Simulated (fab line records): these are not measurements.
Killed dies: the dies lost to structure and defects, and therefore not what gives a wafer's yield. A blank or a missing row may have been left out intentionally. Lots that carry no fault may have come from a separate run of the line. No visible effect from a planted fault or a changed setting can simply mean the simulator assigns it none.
Problem report in the 8D (eight disciplines) form, filled by code :: flow n5-finfet :: the parts of the form that need people (team, actions taken, sign-off) are left out

1. PROBLEM STATEMENT
Mean of run-length-s at N5_BEOL_M4_CVD_47: 132.1 s across 3 wafers in 3 lots; on wafers with no fault it is 246.8 s (standard deviation 0.48). So: -99 or more standard deviations from the usual mean.
The step: deposits Co from CCTBA/H2, target thk 3 nm, time 223.8 s.
Earliest sighting: wafer L333.2 on cvd-co-02 at day 11 02:24. The record has a number at this step for 30 wafers belonging to 10 lots. Rule for "out" (also "out of limits"): further than 4 standard deviations from the usual mean. Any other wafer with a number is counted as sound.

2. WHAT IT IS; WHAT IT IS NOT
question: which readings at this step
is: run-length-s
is not: chamber-pressure-Torr

question: which lots
is: L333, L335, L336
is not: L326, L330, L331, L344, L345, L346, L347

question: which wafers of those lots
is: L333.2, L335.6, L336.3
is not: L333.3, L333.5, L335.2, L335.3, L336.2, L336.4

question: read on which tools
is: cvd-co-02
is not: cvd-co-01

question: when
is: from day 11 02:24
is not: up to then (11 sound wafers); but 16 sound wafers of L335, L336, L344, L345, L346, L347 came after

3. SUSPECTS, AND WHAT RULES EACH OUT
Counting: any tool at a process step up to the reading remains a suspect provided it ran every lot that is out. Sound lots after the first of them don't rule it out here, since some wafers of a struck lot are sound.
- pvd-sputter-02 at N5_BEOL_M4_SURFACE_TREAT_85: kept. It ran every lot that is out, first L333 (day 11 02:10); its last sound lot up to then is L330 (day 10 18:22).
- cvd-co-02 at N5_BEOL_M4_CVD_47 (deposits Co from CCTBA/H2, target thk 3 nm, time 223.8 s): kept. It ran every lot that is out, first L333 (day 11 02:24); its last sound lot up to then is L330 (day 10 18:25). Out on those wafers are its own readings of run-length-s.
- Within cvd-co-02 at N5_BEOL_M4_CVD_47: the wafers that are out ran in chamber 2; their sound lot-mates ran in chambers 0, 1.
After counting, pvd-sputter-02 at N5_BEOL_M4_SURFACE_TREAT_85 and cvd-co-02 at N5_BEOL_M4_CVD_47 remain.

4. THE CAUSE (what the simulator had put in)
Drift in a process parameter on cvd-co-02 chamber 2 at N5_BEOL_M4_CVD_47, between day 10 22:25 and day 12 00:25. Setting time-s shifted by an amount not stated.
Counting leaves 2 suspects; this tool is one of them.

5. THE EFFECT CHAIN, in route order
Each row: a reading where the mean over the struck wafers with a number is more than 3 standard deviations away from the usual. Scope: only readings with a usual standard deviation given in the record; hours: median across lots of the time from each lot's start at the first step in this table that gives one to its start at this step; sigmas: change in usual standard deviations.
hours: 0
step: N5_BEOL_M4_CVD_47
reading: run-length-s
usual: 246.8 s
on struck wafers: 132.1
change: -114.7
sigmas: -99 or more
Its process steps:
- N5_BEOL_M4_CVD_47: deposits Co from CCTBA/H2, target thk 3 nm, time 223.8 s.
Later steps that measure or inspect, where all struck wafers having a row at the step show a number for every such reading and not one has moved that far: N5_BEOL_M4_RC_MEAS_101.

6. WHAT WOULD HAVE CAUGHT IT SOONER
4 hours passed between the start of the fault at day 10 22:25 and the first reading out of limits in this record, taken at day 11 02:24.
